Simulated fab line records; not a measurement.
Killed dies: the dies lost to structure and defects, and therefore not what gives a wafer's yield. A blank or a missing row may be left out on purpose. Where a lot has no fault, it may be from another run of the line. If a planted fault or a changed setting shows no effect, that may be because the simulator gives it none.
Chamber matching | flow nand-harc | NHARC_A_STAIRCASE_TRIM_16 on rie-diel-04 has 4 sister chambers
The step chemistry O2, time 211.2 s. 8 wafers are shown with their chamber, then 6 later ones without.

== WAFERS PAIRED WITH THEIR CHAMBERS ==
wafer  | chamber | drypump-motor-current-A (A) | showerhead-plenum-p-Torr (Torr)
L494.5 | 3       | 6.4                         | 3.45
L498.1 | 1       | 5.3                         | 3.73
L498.4 | 0       | 5.2                         | 3.58
L498.5 | 1       | 5.3                         | 3.73
L497.5 | 2       | 5.7                         | 3.59
L502.1 | 2       | 5.7                         | 3.58
L502.3 | 0       | 5.3                         | 3.58
L502.4 | 3       | 6.4                         | 3.44

== WAFERS MISSING THEIR CHAMBER ==
wafer  | drypump-motor-current-A (A) | showerhead-plenum-p-Torr (Torr)
L500.1 | 5.3                         | 3.58
L500.2 | 5.3                         | 3.72
L500.4 | 5.6                         | 3.58
L509.4 | 6.5                         | 3.42
L510.3 | 6.5                         | 3.42
L510.4 | 5.2                         | 3.56

== WHICH CHAMBER EACH WENT THROUGH ==
wafer  | from the rows above | in truth
L500.1 | 0                   | 0
L500.2 | 1                   | 1
L500.4 | 2                   | 2
L509.4 | 3                   | 3
L510.3 | 3                   | 3
L510.4 | 0                   | 0
Correctly placed: 6 of 6. Left unplaced by these rows: 0. Number placed wrongly: 0.
How it was worked out, from the rows above alone: a wafer's distance from a chamber is the root of the sum, over the readings, of the square of ((its reading less the chamber's mean) divided by the reading's scatter). If the next closest chamber is less than 2 further off than the closest, the wafer can't be placed; otherwise it belongs to the closest. For every chamber, the mean is computed from those of its wafers that are shown. The scatter: take each reading less its chamber's mean, square it, sum over the shown wafers, divide by the number of wafers less the number of chambers, and take the root.
